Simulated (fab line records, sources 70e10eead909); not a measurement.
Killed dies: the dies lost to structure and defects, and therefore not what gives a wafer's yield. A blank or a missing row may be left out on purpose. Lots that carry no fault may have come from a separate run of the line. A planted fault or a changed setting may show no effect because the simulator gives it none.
fab line records	flow nandHarc
record lots=6	wafers=17	lastDay=33
route steps=1302 shown A_BLC@1133 A_M0@1137 END@1302
lots that met no fault: from a run of the same line without faults
startH: start of the lot's first displayed wafer, in hours after the record's first day	waitH: hours elapsed since this lot's preceding step	" as in the row above	L1.1+2: a row that stands for several wafers	- either no value or no given start	* or withheld: withheld	< > ~ a bound
route shown NAME@n: NAME is a module with steps in the file, n the number in the route of the first one	usual: mean/standard deviation taken from wafers without a fault	same: alike in all rows	chamber/n: place in a boat	sites: per-site readings	_std_site: the values' standard deviation	_edge_site: mean of outer sites minus mean of inner sites	radiusMm: for every site, how far away it sits from the centre of the wafer	mask NAME#n: copy n	behind: tool/chamber where the wafer was last shaped	hold: what put the lot on hold/how long, in hours/how the hold closed	device: the n, p or np transistor that did not switch	end of line: tests run on the same wafers once the route is complete	a step with no rows: only its recipe	killed: count of dies lost to structure and defects at first sort (not the wafer's yield)	map: shows each die of a wafer: x if killed, . if not, _ if none is there
set.NAME: the setting that was run; set.NAME@STEP: the one run at that earlier step	model.NAME: the simulator's own value behind a step, which no gauge read
a table for each step, a row for each wafer; lots at some steps of the route
services: when a tool's chamber went out of use (startH, in hours from the record's first day, below 0 if earlier), for how many hours, and the reason
## steps
# step NHARC_A_BLC_CMP_25
# recipe tOverpolishS=30	targetThkNm=150
# usual motorCurrentA=11.9/1.2	overpolishRunS=29.999/0.01	timeToEndpointS=30/4
lot.wafer	tool	chamber	startH	waitH	motorCurrentA	overpolishRunS	timeToEndpointS
L386.2	cmp-03	2	562.85	0.7	12.6	29.999	34
L386.6	"	2	"	"	13.2	30.009	33
L386.5	"	3	"	"	9.0	29.996	26
L391.1	cmp-01	3	614.71	0.5	12.5	30.013	27
L391.5	"	2	"	"	12.5	30.013	33
L394.1	cmp-04	3	627.96	0.5	11.5	29.984	25
L394.3	"	0	"	"	10.1	30.007	24
L394.2	"	1	"	"	14.0	30.013	26
L398.4	cmp-03	1	656.31	0.2	12.5	29.999	39
L398.1	"	2	"	"	12.7	29.982	32
L398.2	"	0	"	"	10.4	29.997	39
L400.2	cmp-03	2	694.47	0.4	13.1	30.003	27
L400.4	"	0	"	"	11.3	30.009	32
L400.6	"	1	"	"	12.6	30.004	29
L405.4	cmp-01	1	750.12	0.2	11.6	30.008	31
L405.3	"	3	"	"	11.5	29.996	25
L405.6	"	2	"	"	12.2	30.008	29
# step NHARC_A_BLC_SRD_27
# step NHARC_A_BLC_INSPECT_28
# usual rawDefectCount=515/130
lot.wafer	tool	chamber	startH	waitH	rawDefectCount
L386.2	defectInspect-02	-	563.25	0.1	403
L386.5	"	-	"	"	541
L386.6	"	-	"	"	626
L391.1	defectInspect-01	-	615.09	0.1	631
L391.5	"	-	"	"	535
L394.1	defectInspect-01	-	628.36	0.1	525
L394.2	"	-	"	"	426
L394.3	"	-	"	"	510
L398.1	defectInspect-01	-	656.71	0.1	367
L398.2	"	-	"	"	339
L398.4	"	-	"	"	456
L400.2	defectInspect-02	-	694.84	0.1	338
L400.4	"	-	"	"	361
L400.6	"	-	"	"	355
L405.3	defectInspect-01	-	750.55	0.1	469
L405.4	"	-	"	"	454
L405.6	"	-	"	"	494
# step NHARC_A_M0_DEP_00
# recipe targetThkA=1500	targetThkNm=150	tempC=withheld	pressureTorr=5	flowSccm=200	rfW=600	material=SiOC
# step NHARC_A_M0_DEHYDRATE_01
# recipe tempC=150	timeS=120
# step NHARC_A_M0_HMDS_02
# recipe timeS=30
# step NHARC_A_M0_COAT_33
# recipe tempC=200	timeS=65
# step NHARC_A_M0_COAT_03
# recipe spinRpm=1500	resistThkNm=90
# step NHARC_A_M0_SOFTBAKE_04
# recipe tempC=105	timeS=55
# step NHARC_A_M0_EBR_05
# step NHARC_A_M0_EXPOSE_06
# recipe na=1.35	targetCdNm=80	doseMj=83.25	maskId=A_M0
# step NHARC_A_M0_PEB_07
# recipe pebTempC=100	pebTimeS=65
# usual heaterPowerTotalW=156.7/0.42	plateTempC=99.97/0.13
lot.wafer	tool	chamber	startH	waitH	heaterPowerTotalW	plateTempC
L386.2	lithoTrack-01	0	564.07	0.1	157.0	100.01
L386.5	"	0	"	"	156.4	99.92
L386.6	"	0	"	"	155.9	99.89
L391.1	lithoTrack-04	0	615.92	0.1	154.6	99.39
L391.5	"	0	"	"	154.8	99.44
L394.1	lithoTrack-04	0	629.20	0.1	154.7	99.24
L394.2	"	0	"	"	155.4	99.23
L394.3	"	0	"	"	154.8	99.37
L398.1	lithoTrack-01	0	657.41	0.1	156.7	100.12
L398.2	"	0	"	"	156.3	100.18
L398.4	"	0	"	"	157.0	100.07
L400.2	lithoTrack-04	0	695.66	0.1	157.2	99.92
L400.4	"	0	"	"	156.6	99.91
L400.6	"	0	"	"	156.1	99.89
L405.3	lithoTrack-06	0	751.37	0.0	156.8	99.95
L405.4	"	0	"	"	156.0	100.08
L405.6	"	0	"	"	156.1	100.09
# step NHARC_A_M0_DEVELOP_08
# recipe developTimeS=35	devTempC=23
# step NHARC_A_M0_CD_MEAS_09
# recipe targetCdNm=80	landingEnergyEv=500
# usual cdNm=80.2/0.93
lot.wafer	tool	chamber	startH	waitH	cdNm
L386.2	cdSem-01	0	564.15	-	79.4
L386.5	"	0	"	"	79.6
L386.6	"	0	"	"	79.5
L391.1	cdSem-01	0	616.00	-	77.6
L391.5	"	0	"	"	77.0
L394.1	cdSem-02	0	629.28	-	80.0
L394.2	"	0	"	"	78.5
L394.3	"	0	"	"	77.1
L398.1	cdSem-01	0	657.49	-	81.3
L398.2	"	0	"	"	79.3
L398.4	"	0	"	"	80.1
L400.2	cdSem-02	0	695.75	-	79.9
L400.4	"	0	"	"	79.9
L400.6	"	0	"	"	79.4
L405.3	cdSem-01	0	751.45	-	79.1
L405.4	"	0	"	"	80.1
L405.6	"	0	"	"	79.8
# step NHARC_A_M0_OVL_MEAS_10
# recipe pitchNm=160
# usual overlayXNm=-0.1/0.72	overlayYNm=0.1/0.75
lot.wafer	tool	chamber	startH	waitH	overlayXNm	overlayYNm
L386.2	overlay-01	-	564.23	-	-0.9	1.5
L386.5	"	-	"	"	-0.3	1.5
L386.6	"	-	"	"	-0.9	1.2
L391.1	overlay-01	-	616.09	-	0.1	0.6
L391.5	"	-	"	"	0.0	0.9
L394.1	overlay-02	-	629.37	-	-1.3	1.4
L394.2	"	-	"	"	-0.5	1.4
L394.3	"	-	"	"	-0.8	2.2
L398.1	overlay-01	-	657.57	-	-0.2	-0.7
L398.2	"	-	"	"	0.1	-0.9
L398.4	"	-	"	"	-0.2	-1.2
L400.2	overlay-01	-	695.84	-	-0.3	-0.7
L400.4	"	-	"	"	0.1	-0.8
L400.6	"	-	"	"	0.3	-0.3
L405.3	overlay-02	-	751.54	-	0.0	0.4
L405.4	"	-	"	"	0.4	0.2
L405.6	"	-	"	"	-0.1	0.2
# step NHARC_A_M0_INSPECT_11
# usual rawDefectCount=83/36
lot.wafer	tool	chamber	startH	waitH	rawDefectCount
L386.2	defectInspect-02	-	564.27	0.0	74
L386.5	"	-	"	"	86
L386.6	"	-	"	"	77
L391.1	defectInspect-02	-	616.13	0.0	72
L391.5	"	-	"	"	81
L394.1	defectInspect-02	-	629.41	0.0	160
L394.2	"	-	"	"	121
L394.3	"	-	"	"	138
L398.1	defectInspect-02	-	657.61	0.0	67
L398.2	"	-	"	"	93
L398.4	"	-	"	"	71
L400.2	defectInspect-01	-	695.88	0.0	43
L400.4	"	-	"	"	32
L400.6	"	-	"	"	35
L405.3	defectInspect-01	-	751.57	0.0	71
L405.4	"	-	"	"	70
L405.6	"	-	"	"	88
# step NHARC_A_M0_DESCUM_14
# recipe timeS=3	o2FlowSccm=200	arFlowSccm=0	biasPowerW=0	chemistry=O2
# usual chamberPressureMTorr=60.00/0.05	drypumpMotorCurrentA=5.7/0.41	oesProductAu=0.991/0.016	rfVppV=57.8/0.89	showerheadPlenumPTorr=1.90/0.052	throttleValvePct=11.312/0.0093
lot.wafer	tool	chamber	startH	waitH	chamberPressureMTorr	drypumpMotorCurrentA	oesProductAu	rfHoursCounterH	rfVppV	showerheadPlenumPTorr	throttleValvePct	model.A_M0.cdNm
L386.2	rieDiel-10	1	564.35	0.1	60.00	5.5	1.002	8.8	58.5	1.84	11.323	78.64
L386.6	"	3	"	"	60.01	6.6	0.987	-	56.4	1.81	11.314	80.77
L386.5	"	0	"	"	60.06	5.0	0.993	-	57.8	1.91	11.308	78.91
L391.1	rieDiel-02	1	616.19	0.1	59.91	6.1	0.976	2.1	58.5	1.97	11.310	78.2
L391.5	"	3	"	"	59.91	5.9	0.981	-	57.6	1.92	11.320	76.42
L394.2	rieDiel-05	0	629.47	0.1	59.98	6.0	1.004	2.2	56.9	1.82	11.294	78.67
L394.3	"	1	"	"	59.97	5.3	0.996	1.9	58.3	1.95	11.330	77.07
L394.1	"	2	"	"	59.98	6.1	1.000	1.0	57.5	2.00	11.319	79.06
L398.4	rieDiel-05	1	657.67	0.1	60.01	5.3	1.008	3.8	58.2	1.95	11.311	80.18
L398.2	"	3	"	"	60.00	6.1	1.030	4.5	57.6	1.87	11.318	79.46
L398.1	"	0	"	"	59.99	6.0	0.995	4.5	57.9	1.82	11.326	81.54
L400.4	rieDiel-02	1	695.96	0.1	59.98	6.1	0.965	6.4	57.8	1.97	11.310	79.93
L400.2	"	2	"	"	60.06	5.4	1.012	5.1	55.5	1.88	11.313	80.13
L400.6	"	0	"	"	59.99	5.6	1.007	-	57.9	1.89	11.332	79.5
L405.3	rieDiel-10	1	751.64	0.1	60.02	5.6	0.996	8.0	57.6	1.84	11.309	77.92
L405.4	"	2	"	"	60.01	5.1	0.990	7.6	57.7	1.81	11.296	78.64
L405.6	"	0	"	"	59.97	5.0	1.004	-	57.3	1.91	11.312	79.78
# step NHARC_A_M0_ETCH_34
# recipe targetDepthA=400	overetchA=120	timeS=43.94	ionEnergyEv=200	n2FlowSccm=150	h2FlowSccm=150	arFlowSccm=0	rfW=400	biasW=150	chemistry=N2/H2
# usual chamberPressureMTorr=30.001/0.027	drypumpMotorCurrentA=5.7/0.4	oesProductAu=0.993/0.016	rfVppV=430.0/1.9	showerheadPlenumPTorr=2.03/0.058	throttleValvePct=14.170/0.0082
lot.wafer	tool	chamber	startH	waitH	chamberPressureMTorr	drypumpMotorCurrentA	oesProductAu	rfHoursCounterH	rfVppV	showerheadPlenumPTorr	throttleValvePct
L386.2	rieDiel-10	0	564.43	0.1	29.955	5.0	1.018	9.0	430.2	2.03	14.169
L386.5	"	1	"	"	30.002	5.6	1.000	-	429.5	1.96	14.169
L386.6	"	2	"	"	29.941	5.1	0.989	-	428.4	1.93	14.174
L391.1	rieDiel-02	3	616.31	0.1	30.025	5.9	0.982	2.2	432.0	2.04	14.170
L391.5	"	1	"	"	30.001	6.1	0.989	-	432.5	2.10	14.159
L394.1	rieDiel-05	2	629.55	0.1	29.985	6.1	1.000	1.0	434.2	2.14	14.174
L394.3	"	3	"	"	29.972	6.1	1.021	2.3	428.2	1.99	14.165
L394.2	"	0	"	"	30.021	6.0	0.996	2.2	426.4	1.93	14.176
L398.2	rieDiel-05	1	657.76	0.1	30.006	5.4	1.005	3.8	432.3	2.08	14.168
L398.4	"	2	"	"	30.029	6.1	1.006	2.0	434.3	2.14	14.181
L398.1	"	3	"	"	29.976	6.1	1.032	4.5	428.4	1.99	14.173
L400.4	rieDiel-02	0	696.03	0.1	30.023	5.6	1.015	5.2	429.8	2.01	14.170
L400.2	"	3	"	"	29.978	5.8	0.977	6.9	430.9	2.04	14.168
L400.6	"	0	"	"	30.001	5.6	1.010	-	429.8	2.01	14.188
L405.4	rieDiel-10	1	751.72	0.1	30.001	5.6	0.993	8.0	428.4	1.96	14.163
L405.3	"	3	"	"	30.003	6.6	0.958	8.2	427.3	1.93	14.166
L405.6	"	2	"	"	29.966	5.1	0.987	-	425.8	1.93	14.167
# step NHARC_A_M0_ETCH_15
# recipe targetDepthA=1500	overetchA=150	timeS=82.5	c4f8FlowSccm=withheld	arFlowSccm=400	rfW=600	biasW=300	chemistry=C4F8/Ar
# usual chamberPressureMTorr=24.99/0.031	oesProductAu=0.939/0.024	rfVppV=440.3/1.9
lot.wafer	tool	chamber	startH	waitH	chamberPressureMTorr	oesProductAu	rfHoursCounterH	rfVppV	model.A_M0.cdNm
L386.2	rieDiel-10	2	-	-	25.01	0.962	9.3	437.5	79.12
L386.5	"	1	"	"	25.01	0.960	-	439.1	78.85
L386.6	"	2	"	"	24.96	0.966	-	437.1	81.41
L391.1	rieDiel-02	3	-	-	25.00	0.943	2.2	440.6	77.91
L391.5	"	3	"	"	24.99	0.938	-	442.4	76.23
L394.2	rieDiel-05	1	-	-	24.98	0.954	2.0	441.9	78.7
L394.1	"	2	"	"	25.06	0.970	1.1	443.6	79.25
L394.3	"	3	"	"	24.98	0.981	2.4	440.0	77.82
L398.1	rieDiel-05	3	-	-	25.01	1.004	4.5	439.4	82.01
L398.2	"	0	"	"	25.00	0.981	4.5	438.6	80.27
L398.4	"	1	"	"	24.94	0.958	3.8	442.6	79.91
L400.2	rieDiel-02	2	-	-	24.96	0.969	5.1	439.6	80.35
L400.4	"	3	"	"	25.01	0.948	6.9	440.2	79.66
L400.6	"	1	"	"	24.91	0.940	-	443.0	79.18
L405.4	rieDiel-10	2	-	-	25.02	0.919	7.7	437.0	79.08
L405.3	"	3	"	"	25.01	0.876	8.2	438.3	77.2
L405.6	"	1	"	"	25.02	0.912	-	437.1	80.9
# step NHARC_A_M0_CD_MEAS_16
# usual cdNm=80.1/1.2
lot.wafer	tool	chamber	startH	waitH	cdNm
L386.2	cdSem-02	-	564.63	-	79.3
L386.5	"	-	"	"	78.8
L386.6	"	-	"	"	81.2
L391.1	cdSem-02	-	616.53	-	78.0
L391.5	"	-	"	"	76.2
L394.1	cdSem-01	-	629.80	-	79.1
L394.2	"	-	"	"	78.6
L394.3	"	-	"	"	77.9
L398.1	cdSem-01	-	657.98	-	81.9
L398.2	"	-	"	"	80.1
L398.4	"	-	"	"	79.8
L400.2	cdSem-02	-	696.24	-	80.0
L400.4	"	-	"	"	79.6
L400.6	"	-	"	"	78.9
L405.3	cdSem-01	-	751.94	-	77.2
L405.4	"	-	"	"	79.0
L405.6	"	-	"	"	81.1
# step NHARC_END_SORT_01
# recipe tempC=25
# usual defectLimitedYield=91.5/2.7	killedAtArray=52/19	killedAtOther=0.9/1.3	killedAtPeriphery=4/3.1	killedDies=57/18	killedOpen=3.2/1.7	killedShort=2.3/1.4	sort_bin_2_pct=2.9/1.2	sort_bin_3_pct=0.6/0.42	sort_bin_4_pct=4.9/1.5	sortNPass=620/18	sortRimYieldPct=93/4.3	sortYieldPct=91.5/2.7
# same grossDies=677	sort_bin_5_pct[%]=0	sort_bin_6_pct[%]=0	sort_bin_7_pct[%]=0	sort_bin_8_pct[%]=0	sortRimNGross=106.00
lot.wafer	tool	chamber	startH	waitH	defectLimitedYield[%]	killedAtArray	killedAtOther	killedAtPeriphery	killedDies	killedOpen	killedShort	sort_bin_2_pct[%]	sort_bin_3_pct[%]	sort_bin_4_pct[%]	sortNPass	sortRimYieldPct[%]	sortYieldPct[%]
L386.2	prober-01	0	604.52	2.8	91.3	53	0	6	59	2	3	3.1	0.4	5.2	618	89	91.3
L386.5	prober-01	0	606.92	3.7	89.2	61	4	8	73	5	2	3.7	1.0	6.1	604	93	89.2
L386.6	prober-01	0	607.72	4.0	90.5	53	2	9	64	2	1	3.5	0.4	5.5	613	93	90.5
L391.1	prober-01	0	662.05	2.5	94.8	31	2	2	35	3	4	1.9	0.1	3.1	642	86	94.8
L398.1	prober-01	0	695.15	2.5	91.3	49	0	10	59	4	3	3.7	0.4	4.6	618	94	91.3
L398.2	prober-01	0	695.95	2.8	88.5	67	0	11	78	2	4	3.4	0.7	7.4	599	94	88.5
L398.4	prober-01	0	697.54	3.4	91.7	49	1	6	56	3	3	2.1	0	6.2	621	95	91.7
L400.2	prober-01	0	738.90	2.8	93.6	35	1	7	43	6	3	2.2	0.1	4.0	634	91	93.6
L400.4	prober-01	0	740.49	3.4	94.5	27	0	10	37	2	1	2.7	0.3	2.5	640	99	94.5
L400.6	prober-01	0	742.08	4.0	93.9	34	0	7	41	6	1	2.5	0.4	3.1	636	98	93.9
# killed by level:class
L386.2 A_CHANNEL_HOLE_D1:chamberFilmFlake=38 A_CHANNEL_HOLE_D2:chamberFilmFlake=7 A_CONTACT:chamberFilmFlake=4 P_GATE:chamberFilmFlake=3 A_SLIT:chamberFilmFlake=2 P_CONTACT:geometricParticle:short=1 P_CONTACT:geometricParticle:open=1 P_M0:geometricParticle:open=1
L386.5 A_CHANNEL_HOLE_D1:chamberFilmFlake=39 A_CHANNEL_HOLE_D2:chamberFilmFlake=9 A_CONTACT:chamberFilmFlake=6 P_GATE:chamberFilmFlake=4 THIN_TSV:chamberFilmFlake=4 P_ZERO_WELL:chamberFilmFlake=2 P_GATE:geometricParticle:short=1 P_M1:geometricParticle:open=1
L386.6 A_CHANNEL_HOLE_D1:chamberFilmFlake=41 P_GATE:chamberFilmFlake=7 A_CHANNEL_HOLE_D2:chamberFilmFlake=6 A_CONTACT:chamberFilmFlake=3 P_CONTACT:geometricParticle:open=2 THIN_TSV:chamberFilmFlake=2 A_WL_FILL:geometricParticle:short=1 A_ZERO_WELL:chamberFilmFlake=1
L391.1 A_SLIT:chamberFilmFlake=13 A_CONTACT:chamberFilmFlake=5 A_CHANNEL_HOLE_D2:chamberFilmFlake=4 A_DECK1_JOINT:geometricParticle:short=2 A_STAIRCASE:chamberFilmFlake=2 THIN_TSV:chamberFilmFlake=2 P_GATE:geometricParticle:open=1 P_M0:geometricParticle:open=1
L398.1 A_CHANNEL_HOLE_D1:chamberFilmFlake=37 P_GATE:chamberFilmFlake=8 A_STAIRCASE:chamberFilmFlake=2 A_M1:chamberFilmFlake=2 P_GATE:geometricParticle:open=1 P_M0:geometricParticle:open=1 A_ONON_D1:geometricParticle:short=1 A_CHANNEL_HOLE_D1:geometricParticle:short=1
L398.2 A_CHANNEL_HOLE_D1:chamberFilmFlake=41 P_GATE:chamberFilmFlake=7 A_SLIT:chamberFilmFlake=7 A_STAIRCASE:chamberFilmFlake=4 A_WL_FILL:chamberFilmFlake=3 A_CHANNEL_FILL_D1:geometricParticle:short=2 P_M2:chamberFilmFlake=2 A_CONTACT:chamberFilmFlake=2
L398.4 A_CHANNEL_HOLE_D1:chamberFilmFlake=36 P_GATE:chamberFilmFlake=5 A_SLIT:chamberFilmFlake=2 A_STAIRCASE:chamberFilmFlake=2 P_M1:geometricParticle:short=1 A_SOURCE_PLATE:geometricParticle:open=1 A_ONON_D1:geometricParticle:short=1 A_ONON_D2:geometricParticle:open=1
L400.2 A_CONTACT:chamberFilmFlake=14 A_CHANNEL_HOLE_D1:chamberFilmFlake=7 A_SLIT:chamberFilmFlake=4 P_BONDPAD:chamberFilmFlake=3 A_M0:geometricParticle:open=2 P_GATE:chamberFilmFlake=2 P_CONTACT:geometricParticle:open=1 A_ONON_D2:geometricParticle:short=1
L400.4 A_CHANNEL_HOLE_D1:chamberFilmFlake=13 A_CONTACT:chamberFilmFlake=9 P_GATE:chamberFilmFlake=3 A_SLIT:chamberFilmFlake=3 P_M1:chamberFilmFlake=2 P_BONDPAD:chamberFilmFlake=2 P_GATE:geometricParticle:open=1 P_CONTACT:geometricParticle:short=1
L400.6 A_CHANNEL_HOLE_D1:chamberFilmFlake=13 A_CONTACT:chamberFilmFlake=11 P_GATE:chamberFilmFlake=4 A_SLIT:chamberFilmFlake=2 P_CONTACT:geometricParticle:open=1 P_M2:geometricParticle:short=1 A_SOURCE_PLATE:geometricParticle:open=1 A_ONON_D1:geometricParticle:open=1
## services
tool	chamber	startH	hours	kind
rieDiel-02	2	547.27	10.6	repair
cmp-01	-	552.74	1.0	repair
lithoTrack-04	-	553.00	7.0	pm
rieDiel-02	-	570.70	9.0	pm
cmp-01	-	579.24	4.0	pm
rieDiel-10	3	581.72	3.9	repair
rieDiel-05	-	583.65	9.0	pm
cmp-03	-	589.03	4.0	pm
rieDiel-10	-	596.50	9.0	pm
rieDiel-02	2	600.77	20.3	repair
rieDiel-05	0	602.58	1.5	repair
rieDiel-10	0	606.25	3.9	repair
cmp-03	-	606.57	1.5	repair
rieDiel-05	2	621.61	3.3	repair
rieDiel-02	2	626.24	1.2	repair
rieDiel-05	2	630.33	4.6	repair
rieDiel-02	0	651.38	9.1	repair
rieDiel-10	0	668.97	5.2	repair
rieDiel-10	0	675.31	1.8	repair
lithoTrack-01	-	680.00	7.0	pm
cmp-03	-	687.03	4.0	pm
lithoTrack-04	-	728.00	7.0	pm
rieDiel-05	0	730.55	13.6	repair
rieDiel-02	-	747.70	9.0	pm
## key
firstSign step=NHARC_A_M0_PEB_07	reading=plateTempC	direction=down	sigmas=5	usual=*	struck=*
effect step=NHARC_A_M0_PEB_07	reading=heaterPowerTotalW	direction=down	sigmas=4.3	usual=*	struck=*
effect step=NHARC_A_M0_CD_MEAS_09	reading=cdNm	direction=down	sigmas=2.3	usual=80.2	struck=78.1	through=controlLoop
effect step=NHARC_A_M0_CD_MEAS_16	reading=cdNm	direction=down	sigmas=1.8	usual=80.1	struck=78.0	wafersMoved=2	through=controlLoop
modelEffect step=NHARC_A_M0_DESCUM_14	value=A_M0.cdNm	without=80.01	struck=77.89
modelEffect step=NHARC_A_M0_ETCH_15	value=A_M0.cdNm	without=80.11	struck=77.98
metAt NHARC_A_M0_PEB_07
struckWafers L391.1,L391.5,L394.1,L394.2,L394.3
loopTrim step=NHARC_A_M0_EXPOSE_06	setting=dose	lots=L394
fault kind=processParameterDrift	tool=lithoTrack-04	chamber=-	onsetH=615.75	steps=NHARC_A_M0_PEB_07	channel=pebTempC	offset=*	shape=step	endH=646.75	actsIn=*	stated=*
# loopTrim: a control loop set the setting to another value than it would have without faults
